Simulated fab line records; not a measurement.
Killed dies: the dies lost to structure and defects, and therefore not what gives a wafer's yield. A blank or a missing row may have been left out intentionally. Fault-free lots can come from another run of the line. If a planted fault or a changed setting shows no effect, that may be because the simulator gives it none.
Code-filled problem report in 8D (eight disciplines) form / flow n5 finfet / the parts of the form that need people (team, actions taken, sign-off) are left out

== 1. PROBLEM STATEMENT ==
run length s at N5_BEOL_M11_ETCH_41 reads a mean of 117.2 s on 2 wafers of 2 lots; wafers without a fault read 109.4 s with a standard deviation of 0.51. That puts it +15 standard deviations away from the usual mean.
The step: etches SiCN in CH3F/O2, target depth 42.6 nm, time 86 s.
Earliest sighting: wafer L482.4 on rie diel-01 at day 15 02:22. The record has a number at this step for 30 wafers belonging to 10 lots. The rule behind "out" and "out of limits": a value lying over 4 standard deviations away from the usual mean. All remaining wafers that have a number are taken as sound.

== 2. WHAT IT IS; WHAT IT IS NOT ==
question=which readings at this step | is=run length s | is not=drypump motor current A, oes product au, rf vpp V, showerhead plenum p Torr, throttle valve pct
question=which lots | is=L482, L483 | is not=L466, L467, L469, L471, L472, L486, L487, L488
question=which wafers of those lots | is=L482.4, L483.5 | is not=L482.1, L482.2, L483.3, L483.6
question=read on which tools | is=rie diel-01 | is not=rie diel-02, rie diel-03
question=when | is=from day 15 02:22 | is not=up to then (17 sound wafers); but 11 sound wafers of L483, L486, L487, L488 came after

== 3. SUSPECTS, AND WHAT RULES EACH OUT ==
Counting: any tool at a process step up to the reading remains a suspect provided it ran every lot that is out. Sound lots after the first of them don't rule it out here, since some wafers of a struck lot are sound.
- rie metal-02 at N5_BEOL_M11_HM_OPEN_17 (chemistry Cl2/BCl3, target TiN, target depth 20 nm, overetch 6 nm): kept. Ran every lot that is out, first one L482 (day 15 00:02); last sound lot up to then L472 (day 12 05:06).
- rie diel-01 at N5_BEOL_M11_ETCH_41 (etches SiCN in CH3F/O2, target depth 42.6 nm, time 86 s): kept. Ran every lot that is out, first one L482 (day 15 02:22); last sound lot up to then L472 (day 12 06:26). Its own run length s readings are out on those wafers.
The count leaves rie diel-01 at N5_BEOL_M11_ETCH_41 and rie metal-02 at N5_BEOL_M11_HM_OPEN_17.

== 4. THE CAUSE (what the simulator had put in) ==
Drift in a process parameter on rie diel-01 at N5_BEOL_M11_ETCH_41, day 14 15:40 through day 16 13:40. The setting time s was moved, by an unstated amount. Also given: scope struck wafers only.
2 suspects survive the count, and this tool is in that group.

== 5. SEQUENCE OF EFFECTS, ordered by route ==
Each row: a reading whose mean over the struck wafers that have a number lies more than 3 standard deviations from the usual. Only readings whose record carries a usual standard deviation are examined. hours: median over the lots of the time between each lot's start at the first step of this table that gives one and its start at this step. sigmas: the change, counted in usual standard deviations.
hours=0; step=N5_BEOL_M11_ETCH_41; reading=run length s; usual=109.4 s; on struck wafers=117.2; change=+7.8; sigmas=+15
The process steps in it:
- N5_BEOL_M11_ETCH_41: etches SiCN in CH3F/O2, target depth 42.6 nm, time 86 s.
Later steps that measure or inspect, where all struck wafers having a row at the step show a number for every such reading and not one has moved that far: N5_BEOL_M11_OCD_MEAS_38.

== 6. HOW IT WOULD HAVE BEEN CAUGHT EARLIER ==
The fault began at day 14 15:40; the first out-of-limits reading in this record came at day 15 02:22, 11 hours later.
